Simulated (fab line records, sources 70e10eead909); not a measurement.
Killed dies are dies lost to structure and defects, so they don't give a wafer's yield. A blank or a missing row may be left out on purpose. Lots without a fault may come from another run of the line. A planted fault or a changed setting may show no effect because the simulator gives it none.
Chamber matching | flow nand_harc | NHARC_P_BONDPAD_CMP_19 on cmp-01: 4 sister chambers
The step polishes, t overpolish 30 s, cu recess touch 16 s, target thk 160.81 nm. 8 wafers are shown with their chamber, then 7 later ones without.

WAFERS WITH THEIR CHAMBER
wafer  | chamber | motor_current_A (A) | overpolish_run_s (s)
L542.6 | 3       | 12.0                | 29.978
L545.6 | 2       | 15.1                | 30.005
L547.5 | 0       | 12.2                | 30.006
L547.6 | 3       | 11.9                | 29.997
L548.3 | 1       | 12.3                | 30.016
L548.5 | 1       | 12.0                | 29.994
L548.6 | 0       | 12.4                | 30.008
L553.1 | 2       | 14.9                | 30.008

WAFERS WITHOUT THEIR CHAMBER
wafer  | motor_current_A (A) | overpolish_run_s (s)
L553.4 | 12.9                | 29.997
L552.1 | 12.2                | 30.003
L552.3 | 12.6                | 30.010
L552.4 | 11.3                | 30.010
L562.2 | 14.1                | 30.005
L562.3 | 12.9                | 30.005
L562.6 | 13.1                | 29.989

WHICH CHAMBER EACH WENT THROUGH
wafer  | from the rows above          | in truth
L553.4 | can't be placed: 0 or 1      | 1
L552.1 | can't be placed: 1 or 0 or 3 | 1
L552.3 | can't be placed: 0 or 1      | 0
L552.4 | can't be placed: 3 or 1 or 0 | 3
L562.2 | 2                            | 2
L562.3 | can't be placed: 0 or 1      | 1
L562.6 | can't be placed: 0 or 1      | 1
Placed correctly: 1 of 7. Can't be placed from these rows: 6 (the true chamber is among the candidates in 6). Placed wrongly: 0.
How it was worked out, from the rows above alone: a wafer's distance from a chamber is the root of the sum, over the readings, of the square of ((its reading less the chamber's mean) divided by the reading's scatter). The wafer belongs to the nearest chamber; if the next one is less than 2 further off, it can't be placed. A chamber's mean is the mean of its shown wafers. The scatter: the root of (the sum of the squares of (reading less its chamber's mean) over the shown wafers, divided by (wafers less chambers)).
